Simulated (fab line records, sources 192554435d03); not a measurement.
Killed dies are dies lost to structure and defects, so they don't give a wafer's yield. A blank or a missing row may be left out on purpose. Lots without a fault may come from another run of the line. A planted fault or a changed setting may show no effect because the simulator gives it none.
Problem report in the 8D (eight disciplines) form, filled by code | flow n5_finfet | the parts of the form that need people (team, actions taken, sign-off) are left out

1. THE PROBLEM
chamber_pressure_mTorr at N5_BEOL_M8_STRIP_19 reads a mean of 20.96 mTorr on 3 wafers of 2 lots; wafers without a fault read 30.00 mTorr with a standard deviation of 0.036. That is -99 or more standard deviations from the usual mean.
The step: strips in O2.
First seen on wafer L536.2, day 12 00:45, on rie_diel-06. The record holds 33 wafers of 11 lots with a number at this step. Rule for "out", or "out of limits": more than 4 standard deviations from the usual mean. The other wafers with a number count as sound.

2. WHAT IT IS AND WHAT IT IS NOT
question                    | is                     | is not
which readings at this step | chamber_pressure_mTorr | drypump_motor_current_A, oes_product_au, rf_vpp_V, showerhead_plenum_p_Torr, throttle_valve_pct
which lots                  | L535, L536             | L525, L526, L527, L538, L541, L542, L545, L546, L547
which wafers of those lots  | L535.4, L536.2, L536.5 | L535.2, L535.3, L536.3
read on which tools         | rie_diel-06            | rie_diel-02, rie_diel-04
when                        | from day 12 00:45      | up to then (10 sound wafers); but 20 sound wafers of L535, L538, L541, L542, L545, L546, L547 came after

3. SUSPECTS, AND WHAT RULES EACH OUT
Counting: a tool at a process step up to the reading stays a suspect if it ran every lot that is out. Sound lots after the first of them don't rule it out here, since some wafers of a struck lot are sound.
- rtp_anneal-02 at N5_BEOL_M7_ANNEAL_51 (time 90 s): kept. It ran every lot that is out, first L536 (day 11 21:22); its last sound lot up to then is L527 (day 9 17:47).
- rie_diel-06 at N5_BEOL_M8_STRIP_19 (strips in O2): kept. It ran every lot that is out, first L536 (day 12 00:45); its last sound lot up to then is L526 (day 9 16:57). Its own readings are out on those wafers: chamber_pressure_mTorr.
- Within rie_diel-06 at N5_BEOL_M8_STRIP_19: the wafers that are out ran in chamber 0; their sound lot-mates ran in chambers 2, 3.
Left after counting: rtp_anneal-02 at N5_BEOL_M7_ANNEAL_51, rie_diel-06 at N5_BEOL_M8_STRIP_19.

4. THE CAUSE (what the simulator had put in)
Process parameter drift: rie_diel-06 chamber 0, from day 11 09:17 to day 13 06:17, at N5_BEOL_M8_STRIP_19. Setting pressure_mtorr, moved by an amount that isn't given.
Counting left 2 suspects, and this tool is among them.

5. THE CHAIN OF EFFECTS, in route order
Each row: a reading whose mean over the struck wafers that have a number lies more than 3 standard deviations from the usual. Only readings for which the record gives a usual standard deviation are gone through. hours: the time from each lot's start at the first step in this table that gives one to its start at this step, as a median over the lots. sigmas: the change in usual standard deviations.
hours | step                | reading                | usual       | on struck wafers | change | sigmas
0     | N5_BEOL_M8_STRIP_19 | chamber_pressure_mTorr | 30.00 mTorr | 20.96            | -9.04  | -99 or more
The process steps in it:
- N5_BEOL_M8_STRIP_19: strips in O2.

6. WHAT WOULD HAVE CAUGHT IT SOONER
In this record the first reading out of limits was taken at day 12 00:45, 15 hours after the fault began at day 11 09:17.
